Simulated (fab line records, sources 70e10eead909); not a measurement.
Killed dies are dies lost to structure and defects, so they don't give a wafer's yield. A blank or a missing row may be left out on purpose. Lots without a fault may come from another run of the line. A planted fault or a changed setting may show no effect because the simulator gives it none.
Which tool did it? | flow nand_harc | 24 lots, 72 wafers sampled, at 6 steps of a route of 1159

WHAT THE GAUGES READ, wafer by wafer
The record holds no reading of a measuring or inspecting step that can be judged against a usual standard deviation.

WHICH TOOL RAN EACH LOT (tool, then ch and the chambers of the sampled wafers, then the start)
lot  | NHARC_P_GATE_STRIP_111               | NHARC_P_CONTACT_DEP_30          | NHARC_P_M0_DESCUM_14               | NHARC_P_M0_DEP_32               | NHARC_P_M2_PRE_CLEAN_30                | NHARC_P_M2_PVD_21
L074 | plasma_asher-01 ch 0,1, day 4 23:33  | pecvd-01 ch 0,1,2, day 5 05:48  | rie_diel-10 ch 1,2,3, day 5 13:29  | pecvd-02 ch 0,2, day 5 16:08    | pvd_sputter-02, no start               | pvd_sputter-02, no start
L076 | plasma_asher-02 ch 0,1, day 5 10:10  | pecvd-01 ch 0,2, day 5 16:19    | rie_diel-10 ch 0,1,3, day 5 22:55  | pecvd-02 ch 0,1,2, day 6 01:44  | pvd_sputter-03, no start               | pvd_sputter-03, no start
L075 | plasma_asher-02 ch 0,1, day 5 10:44  | pecvd-04 ch 0,1,2, day 5 17:05  | rie_diel-09 ch 0,1,2, day 5 23:29  | pecvd-02 ch 0,1,2, day 6 02:05  | pvd_sputter-03, no start               | pvd_sputter-03, no start
L078 | plasma_asher-01 ch 0,1, day 6 01:36  | pecvd-03 ch 0,2, day 6 08:03    | rie_diel-09 ch 0,1,2, day 6 16:20  | pecvd-03 ch 0,1,2, day 6 18:59  | pvd_sputter-02, no start               | pvd_sputter-02, no start
L077 | plasma_asher-02 ch 0,1, day 6 01:46  | pecvd-04 ch 0,1,2, day 6 08:28  | rie_diel-10 ch 0,2,3, day 6 16:55  | pecvd-03 ch 0,2, day 6 19:38    | pvd_sputter-01, no start               | pvd_sputter-01, no start
L079 | plasma_asher-01 ch 1, day 6 13:50    | pecvd-01 ch 0,1, day 6 20:01    | rie_diel-04 ch 2,3, day 7 02:38    | pecvd-04 ch 0,1, day 7 05:17    | pvd_sputter-02, no start               | pvd_sputter-02, no start
L081 | plasma_asher-02 ch 0,1, day 6 19:20  | pecvd-04 ch 0,1, day 7 01:48    | rie_diel-10 ch 2,3, day 7 07:43    | pecvd-04 ch 0,2, day 7 10:25    | pvd_sputter-03, no start               | pvd_sputter-03, no start
L080 | plasma_asher-01 ch 0,1, day 6 19:42  | pecvd-03 ch 0,1, day 7 02:17    | rie_diel-10 ch 1,3, day 7 08:22    | pecvd-03 ch 0,1, day 7 11:07    | pvd_sputter-02, no start               | pvd_sputter-02, no start
L083 | plasma_asher-01 ch 0,1, day 7 09:36  | pecvd-01 ch 1,2, day 7 15:28    | rie_diel-09 ch 2,3, day 8 00:14    | pecvd-03 ch 0,1,2, day 8 02:55  | pvd_sputter-03, no start               | pvd_sputter-03, no start
L082 | plasma_asher-01 ch 0,1, day 7 09:59  | pecvd-04 ch 0,1,2, day 7 16:07  | rie_diel-09 ch 0,1,2, day 8 00:41  | pecvd-02 ch 1,2, day 8 03:20    | pvd_sputter-02, no start               | pvd_sputter-02, no start
L084 | plasma_asher-02 ch 0,1, day 7 18:26  | pecvd-01 ch 0,2, day 8 00:41    | rie_diel-10 ch 1,2,3, day 8 06:25  | pecvd-03 ch 1,2, day 8 09:05    | pvd_sputter-02, no start               | pvd_sputter-02, no start
L086 | plasma_asher-01 ch 0,1, day 8 11:17  | pecvd-03 ch 0,1, day 8 17:17    | rie_diel-09 ch 1,2,3, day 9 02:27  | pecvd-02 ch 0,1,2, day 9 05:07  | pvd_sputter-01, no start               | pvd_sputter-01, no start
L088 | plasma_asher-02 ch 0,1, day 8 11:31  | pecvd-04 ch 0,1, day 8 17:41    | rie_diel-04 ch 0,1,3, day 9 02:35  | pecvd-03 ch 1,2, day 9 05:13    | pvd_sputter-02, no start               | pvd_sputter-02, no start
L087 | plasma_asher-01 ch 0,1, day 8 12:07  | pecvd-03 ch 0,2, day 8 18:05    | rie_diel-04 ch 2,3, day 9 02:52    | pecvd-02 ch 0,1,2, day 9 05:32  | pvd_sputter-03, no start               | pvd_sputter-03, no start
L085 | plasma_asher-01 ch 0,1, day 8 17:42  | pecvd-03 ch 0,1, day 8 23:50    | rie_diel-09 ch 0,2, day 9 05:33    | pecvd-03 ch 0,1,2, day 9 08:14  | pvd_sputter-03, no start               | pvd_sputter-03, no start
L089 | plasma_asher-01 ch 0,1, day 8 23:41  | pecvd-01 ch 0,1,2, day 9 05:59  | rie_diel-10 ch 0,1, day 9 12:13    | pecvd-02 ch 0,1,2, day 9 15:17  | pvd_sputter-02, day 9 22:08 or earlier | pvd_sputter-03, day 9 22:08
L090 | plasma_asher-02 ch 0, day 9 09:50    | pecvd-01 ch 0,1, day 9 16:03    | rie_diel-10 ch 0,1,2, day 10 02:48 | pecvd-03 ch 0,2, day 10 05:36   | pvd_sputter-03, no start               | pvd_sputter-03, no start
L092 | plasma_asher-01 ch 1, day 9 11:19    | pecvd-01 ch 0,1, day 9 17:45    | rie_diel-09 ch 0,1,3, day 10 02:34 | pecvd-02 ch 1,2, day 10 05:13   | pvd_sputter-01, no start               | pvd_sputter-01, no start
L091 | plasma_asher-02 ch 0,1, day 9 11:31  | pecvd-04 ch 0,2, day 9 17:57    | rie_diel-10 ch 0,1, day 10 03:10   | pecvd-04 ch 0,1,2, day 10 05:49 | pvd_sputter-01, no start               | pvd_sputter-01, no start
L093 | plasma_asher-02 ch 1, day 9 22:24    | pecvd-01 ch 0,1,2, day 10 04:25 | rie_diel-04 ch 1,3, day 10 10:17   | pecvd-04 ch 0,1,2, day 10 12:55 | pvd_sputter-01, no start               | pvd_sputter-01, no start
L094 | plasma_asher-01 ch 0,1, day 10 07:03 | pecvd-03 ch 1,2, day 10 13:00   | rie_diel-09 ch 0,2,3, day 10 20:38 | pecvd-03 ch 0,1,2, day 10 23:17 | pvd_sputter-01, no start               | pvd_sputter-01, no start
L097 | plasma_asher-02 ch 0,1, day 10 14:40 | pecvd-03 ch 0,2, day 10 20:59   | rie_diel-09 ch 0,1,2, day 11 05:18 | pecvd-02 ch 0,1,2, day 11 07:59 | pvd_sputter-02, no start               | pvd_sputter-02, no start
L095 | plasma_asher-01 ch 0,1, day 10 14:56 | pecvd-01 ch 1,2, day 10 21:11   | rie_diel-04 ch 0,3, day 11 05:49   | pecvd-02 ch 0,1,2, day 11 08:55 | pvd_sputter-02, no start               | pvd_sputter-02, no start
L096 | plasma_asher-02 ch 0,1, day 10 15:40 | pecvd-04 ch 0,1, day 10 22:15   | rie_diel-09 ch 0,1,3, day 11 06:42 | pecvd-02 ch 0,2, day 11 09:25   | pvd_sputter-03, no start               | pvd_sputter-03, no start
- NHARC_P_GATE_STRIP_111: strips in N2/H2, time 250 s.
- NHARC_P_CONTACT_DEP_30: deposits SiNx, target thk 30 nm.
- NHARC_P_M0_DESCUM_14: chemistry O2, time 3 s.
- NHARC_P_M0_DEP_32: deposits SiCN, target thk 30 nm.
- NHARC_P_M2_PRE_CLEAN_30: time 30 s.
- NHARC_P_M2_PVD_21: deposits Cu, target thk 30 nm, time 20.49 s.

WHAT THE TOOLS THEMSELVES READ (means of the sampled wafers that have a number; where no wafer has one, the mark that the record gives instead)
NHARC_P_GATE_STRIP_111. Usual: drypump_motor_current_A 5.7 A, standard deviation 0.54; heater_power_w 88 W, standard deviation 6.2.
lot  | tool            | drypump_motor_current_A (A) | heater_power_w (W) | flag
L074 | plasma_asher-01 | 5.4                         | 93                 |
L076 | plasma_asher-02 | 5.8                         | 90                 |
L075 | plasma_asher-02 | 5.8                         | 90                 |
L078 | plasma_asher-01 | 5.5                         | 84                 |
L077 | plasma_asher-02 | 5.8                         | 90                 |
L079 | plasma_asher-01 | 5.3                         | 95                 |
L081 | plasma_asher-02 | 5.8                         | 89                 |
L080 | plasma_asher-01 | 5.4                         | 84                 |
L083 | plasma_asher-01 | 5.5                         | 85                 |
L082 | plasma_asher-01 | 5.4                         | 85                 |
L084 | plasma_asher-02 | 6.2                         | 91                 |
L086 | plasma_asher-01 | 5.4                         | 89                 |
L088 | plasma_asher-02 | 6.2                         | 91                 |
L087 | plasma_asher-01 | 5.4                         | 90                 |
L085 | plasma_asher-01 | 5.4                         | 85                 |
L089 | plasma_asher-01 | 5.4                         | 89                 |
L090 | plasma_asher-02 | 5.3                         | 92                 |
L092 | plasma_asher-01 | 5.3                         | 96                 |
L091 | plasma_asher-02 | 6.2                         | 88                 |
L093 | plasma_asher-02 | 6.7                         | 87                 |
L094 | plasma_asher-01 | 5.4                         | 89                 |
L097 | plasma_asher-02 | 6.2                         | 86                 |
L095 | plasma_asher-01 | 5.4                         | 85                 |
L096 | plasma_asher-02 | 5.8                         | 89                 |

NHARC_P_CONTACT_DEP_30. Usual: heater_power_w 726 W, standard deviation 76.
lot  | tool     | heater_power_w (W) | flag
L074 | pecvd-01 | 699                |
L076 | pecvd-01 | 718                |
L075 | pecvd-04 | 797                |
L078 | pecvd-03 | 671                |
L077 | pecvd-04 | 756                |
L079 | pecvd-01 | 752                |
L081 | pecvd-04 | 812                |
L080 | pecvd-03 | 791                |
L083 | pecvd-01 | 701                |
L082 | pecvd-04 | 766                |
L084 | pecvd-01 | 680                |
L086 | pecvd-03 | 758                |
L088 | pecvd-04 | 802                |
L087 | pecvd-03 | 614                |
L085 | pecvd-03 | 713                |
L089 | pecvd-01 | 678                |
L090 | pecvd-01 | 755                |
L092 | pecvd-01 | 676                |
L091 | pecvd-04 | 787                |
L093 | pecvd-01 | 741                |
L094 | pecvd-03 | 691                |
L097 | pecvd-03 | 700                |
L095 | pecvd-01 | 640                |
L096 | pecvd-04 | 812                |

NHARC_P_M0_DESCUM_14. Usual: chamber_pressure_mTorr 60.00 mTorr, standard deviation 0.055; drypump_motor_current_A 5.6 A, standard deviation 0.3; oes_product_au 0.998 a.u., standard deviation 0.0091; rf_vpp_V 57.7 V, standard deviation 0.85; showerhead_plenum_p_Torr 1.92 Torr, standard deviation 0.087; throttle_valve_pct 11.311 %, standard deviation 0.0083.
lot  | tool        | chamber_pressure_mTorr (mTorr) | drypump_motor_current_A (A) | oes_product_au (a.u.) | rf_vpp_V (V) | showerhead_plenum_p_Torr (Torr) | throttle_valve_pct (%) | flag
L074 | rie_diel-10 | 60.02                          | 5.5                         | 0.996                 | 57.9         | 1.92                            | 11.312                 |
L076 | rie_diel-10 | 59.96                          | 5.4                         | 1.010                 | 58.7         | 1.99                            | 11.308                 |
L075 | rie_diel-09 | 59.93                          | 5.8                         | 0.993                 | 57.5         | 1.89                            | 11.316                 |
L078 | rie_diel-09 | 60.03                          | 5.8                         | 0.991                 | 57.1         | 1.89                            | 11.309                 |
L077 | rie_diel-10 | 59.98                          | 5.4                         | 1.003                 | 57.8         | 1.91                            | 11.313                 |
L079 | rie_diel-04 | 60.02                          | 5.4                         | 1.005                 | 57.5         | 1.82                            | 11.305                 |
L081 | rie_diel-10 | 59.98                          | 5.4                         | 0.995                 | 56.6         | 1.84                            | 11.312                 |
L080 | rie_diel-10 | 59.94                          | 5.4                         | 0.998                 | 57.6         | 1.99                            | 11.320                 |
L083 | rie_diel-09 | 59.99                          | 6.0                         | 0.994                 | 58.0         | 1.95                            | 11.307                 |
L082 | rie_diel-09 | 60.00                          | 5.8                         | 0.997                 | 57.4         | 1.89                            | 11.309                 |
L084 | rie_diel-10 | 60.01                          | 5.5                         | 1.002                 | 57.0         | 1.92                            | 11.317                 |
L086 | rie_diel-09 | 60.01                          | 5.9                         | 0.997                 | 58.2         | 1.91                            | 11.314                 |
L088 | rie_diel-04 | 59.99                          | 5.7                         | 1.008                 | 58.3         | 1.87                            | 11.298                 |
L087 | rie_diel-04 | 59.98                          | 5.5                         | 0.992                 | 57.6         | 1.82                            | 11.303                 |
L085 | rie_diel-09 | 60.02                          | 6.0                         | 0.995                 | 57.4         | 1.88                            | 11.313                 |
L089 | rie_diel-10 | 59.94                          | 5.3                         | 0.998                 | 57.7         | 2.05                            | 11.314                 |
L090 | rie_diel-10 | 60.03                          | 5.3                         | 0.998                 | 57.9         | 1.98                            | 11.308                 |
L092 | rie_diel-09 | 59.96                          | 5.7                         | 0.989                 | 58.1         | 1.95                            | 11.311                 |
L091 | rie_diel-10 | 60.02                          | 5.3                         | 0.994                 | 58.0         | 2.05                            | 11.308                 |
L093 | rie_diel-04 | 60.01                          | 5.9                         | 1.001                 | 57.8         | 1.89                            | 11.308                 |
L094 | rie_diel-09 | 60.04                          | 5.9                         | 0.997                 | 58.1         | 1.94                            | 11.303                 |
L097 | rie_diel-09 | 60.00                          | 5.8                         | 1.000                 | 57.1         | 1.89                            | 11.308                 |
L095 | rie_diel-04 | 60.02                          | 5.6                         | 0.992                 | 56.6         | 1.85                            | 11.320                 |
L096 | rie_diel-09 | 60.00                          | 5.7                         | 0.993                 | 57.5         | 1.95                            | 11.318                 |

NHARC_P_M0_DEP_32. Usual: heater_power_w 566 W, standard deviation 76.
lot  | tool     | heater_power_w (W) | flag
L074 | pecvd-02 | 628                |
L076 | pecvd-02 | 540                |
L075 | pecvd-02 | 553                |
L078 | pecvd-03 | 581                |
L077 | pecvd-03 | 533                |
L079 | pecvd-04 | 667                |
L081 | pecvd-04 | 638                |
L080 | pecvd-03 | 627                |
L083 | pecvd-03 | 558                |
L082 | pecvd-02 | 506                |
L084 | pecvd-03 | 531                |
L086 | pecvd-02 | 518                |
L088 | pecvd-03 | 555                |
L087 | pecvd-02 | 539                |
L085 | pecvd-03 | 603                |
L089 | pecvd-02 | 563                |
L090 | pecvd-03 | 611                |
L092 | pecvd-02 | 592                |
L091 | pecvd-04 | 563                |
L093 | pecvd-04 | 592                |
L094 | pecvd-03 | 570                |
L097 | pecvd-02 | 507                |
L095 | pecvd-02 | 522                |
L096 | pecvd-02 | 532                |

NHARC_P_M2_PRE_CLEAN_30. Usual: heater_power_w 381 W, standard deviation 31.
lot  | tool           | heater_power_w (W) | flag
L074 | pvd_sputter-02 | 380                |
L076 | pvd_sputter-03 | 369                |
L075 | pvd_sputter-03 | 369                |
L078 | pvd_sputter-02 | 350                |
L077 | pvd_sputter-01 | 402                |
L079 | pvd_sputter-02 | 369                |
L081 | pvd_sputter-03 | 372                |
L080 | pvd_sputter-02 | 373                |
L083 | pvd_sputter-03 | 389                |
L082 | pvd_sputter-02 | 372                |
L084 | pvd_sputter-02 | 350                |
L086 | pvd_sputter-01 | 407                |
L088 | pvd_sputter-02 | 363                |
L087 | pvd_sputter-03 | 374                |
L085 | pvd_sputter-03 | 380                |
L089 | pvd_sputter-02 | 350                |
L090 | pvd_sputter-03 | 380                |
L092 | pvd_sputter-01 | 414                |
L091 | pvd_sputter-01 | 435                |
L093 | pvd_sputter-01 | 419                |
L094 | pvd_sputter-01 | 386                |
L097 | pvd_sputter-02 | 377                |
L095 | pvd_sputter-02 | 389                |
L096 | pvd_sputter-03 | 360                |

NHARC_P_M2_PVD_21. Usual: throttle_valve_pct 29.7 %, standard deviation 0.88.
lot  | tool           | throttle_valve_pct (%) | flag
L074 | pvd_sputter-02 | 29.4                   |
L076 | pvd_sputter-03 | 29.2                   |
L075 | pvd_sputter-03 | 30.8                   |
L078 | pvd_sputter-02 | 29.5                   |
L077 | pvd_sputter-01 | 29.6                   |
L079 | pvd_sputter-02 | 29.1                   |
L081 | pvd_sputter-03 | 29.2                   |
L080 | pvd_sputter-02 | 29.7                   |
L083 | pvd_sputter-03 | 29.9                   |
L082 | pvd_sputter-02 | 29.3                   |
L084 | pvd_sputter-02 | 29.2                   |
L086 | pvd_sputter-01 | 29.2                   |
L088 | pvd_sputter-02 | 29.3                   |
L087 | pvd_sputter-03 | 30.2                   |
L085 | pvd_sputter-03 | 28.5                   |
L089 | pvd_sputter-03 | 30.0                   |
L090 | pvd_sputter-03 | 29.2                   |
L092 | pvd_sputter-01 | 29.4                   |
L091 | pvd_sputter-01 | 30.0                   |
L093 | pvd_sputter-01 | 28.9                   |
L094 | pvd_sputter-01 | 29.4                   |
L097 | pvd_sputter-02 | 30.3                   |
L095 | pvd_sputter-02 | 30.5                   |
L096 | pvd_sputter-03 | 30.2                   |

THE ANSWER, worked out from the rows above alone
Rule: a lot is off if the mean of its wafers that have a number lies more than 3 standard deviations from the usual mean. A lot without any number at a reading at which 4 lots or more have one is off too. The other lots that the step has rows for count as sound. The gauges are gone through in route order, then the tools' own readings, and for those a lot's mean is taken as printed above. The first step at which some lot is off is used, and at that step the reading that is off furthest; a lot without a number counts as furthest.
No lot is off at any reading shown: from this, nothing can be told.

WHAT THE SIMULATOR HAD PUT IN
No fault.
